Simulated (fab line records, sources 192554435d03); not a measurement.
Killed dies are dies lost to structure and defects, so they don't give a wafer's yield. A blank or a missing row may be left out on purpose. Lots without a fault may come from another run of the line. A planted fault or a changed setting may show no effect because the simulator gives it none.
A struck lot beside a sound one | flow n5_finfet | 15 steps out of a route of 1938
Sound: wafers L967.1, L967.5, L967.6. Struck: wafer L956.6. (L956.5 of the same lot was not struck and is left out.) The cause comes at the end.
At each step with rows: each side's tool, then ch and its chambers, then its first start. Under that, the readings that differ: sound wafers | struck wafers | difference of the means | sigmas: that difference in standard deviations of wafers without a fault.
alike: readings whose means differ by less than 2 such deviations, and words and numbers that are the same on both sides. not compared: withheld readings, readings that some wafer has no value for, bounds like >300 that may hide the same value, and numbers for which the record gives no deviation and whose values overlap.
The two part at a step that has a row with sigmas, a row that says differs or no value, or rows on one side only. Numbers that don't overlap but have no deviation are shown without sigmas and don't part them. A reading that every wafer of one side lacks parts them only if that side has two wafers or more.

first, 2 steps without rows for these wafers: N5_BEOL_M11_CURE_72 (cures SiCOH lowk, time 120 s); N5_BEOL_M11_DEGAS_44 (time 60 s).
N5_BEOL_M11_PRE_CLEAN_45: time 30 s.
  sound on pvd_sputter-02, day 16 05:52; struck on pvd_sputter-03, day 13 21:32
  reading            | sound       | struck | difference | sigmas
  heater_power_w (W) | 339 326 343 | 291    | -45        | -2
  alike: susceptor_temp_C
then, 1 step without rows for these wafers: N5_BEOL_M11_ALD_74 (deposits TaN, target thk 2 nm, pulse time 2 s, purge time 3 s).
N5_BEOL_M11_SURFACE_TREAT_76:
  sound on pvd_sputter-01, day 16 06:14; struck on pvd_sputter-02, day 13 23:39
  not compared: pressure_mtorr, throttle_valve_pct
then, 1 step without rows for these wafers: N5_BEOL_M11_CVD_75 (deposits Co from CCTBA/H2, target thk 2 nm, time 138.9 s).
N5_BEOL_M11_SPUTTER_48: material Cu, target thk 12 nm, time 2 s.
  sound on pvd_sputter-02, day 16 06:48; struck on pvd_sputter-02, day 13 23:51
  reading              | sound                | struck | difference | sigmas
  susceptor_temp_C (C) | -19.86 -19.94 -19.87 | -20.17 | -0.28      | -2
  alike: throttle_valve_pct
then, 1 step without rows for these wafers: N5_BEOL_M11_ECD_50 (material Cu, target thk 318 nm).
N5_BEOL_M11_ANNEAL_51: time 90 s.
  sound on rtp_anneal-01 ch 0, day 16 07:28; struck on rtp_anneal-01 ch 0, day 14 00:14
  reading           | sound                | struck | difference | sigmas
  anneal_temp_c (C) | 225.22 225.61 225.29 | 224.74 | -0.63      | -3
  alike: wafer_temp_C_max
N5_BEOL_M11_CMP_52: polishes, stops on SiCOH lowk, t overpolish 7 s, target thk 140 nm.
  sound on cmp-02 ch 2,3, day 16 07:48; struck on cmp-03 ch 0, day 14 00:30
  alike: barrier_field_endpoint_s, motor_current_A, overpolish_run_s, time_to_endpoint_s
N5_BEOL_M11_THK_MEAS_53: measures by xrf.
  sound on film_metro-01, day 16 08:04; struck on film_metro-02, day 14 00:39
  alike: M11_THK
then, 1 step without rows for these wafers: N5_BEOL_M11_PRE_CLEAN_55 (time 15 s).
N5_BEOL_M11_DEP_56: deposits SiCN from 3MS/NH3, target thk 30 nm, time 10.5 s.
  sound on pecvd-02 ch 1,2, day 16 08:07; struck on pecvd-01 ch 2, day 14 00:43
  reading                                   | sound          | struck | difference | sigmas
  model.SiCN_of_BEOL_M11_DEP_56.thk_nm (nm) | 30.8 30.8 31.4 | 25.2   | -5.8       |
  alike: showerhead_plenum_p_Torr, throttle_valve_pct
N5_BEOL_M11_RS_MEAS_57: measures by four-point-probe.
  sound on film_metro-01, day 16 08:11; struck on film_metro-02, day 14 00:46
  alike: M11_RS
then, 1 step without rows for these wafers: N5_PASSIVATION_PROBE_49.

WHERE THEY PART
First at N5_BEOL_M11_PRE_CLEAN_45; last, within this record, at N5_BEOL_M11_ANNEAL_51. Later steps at which nothing parts them and some readings are alike: N5_BEOL_M11_CMP_52, N5_BEOL_M11_THK_MEAS_53, N5_BEOL_M11_DEP_56, N5_BEOL_M11_RS_MEAS_57.

WHY: what the simulator had put in
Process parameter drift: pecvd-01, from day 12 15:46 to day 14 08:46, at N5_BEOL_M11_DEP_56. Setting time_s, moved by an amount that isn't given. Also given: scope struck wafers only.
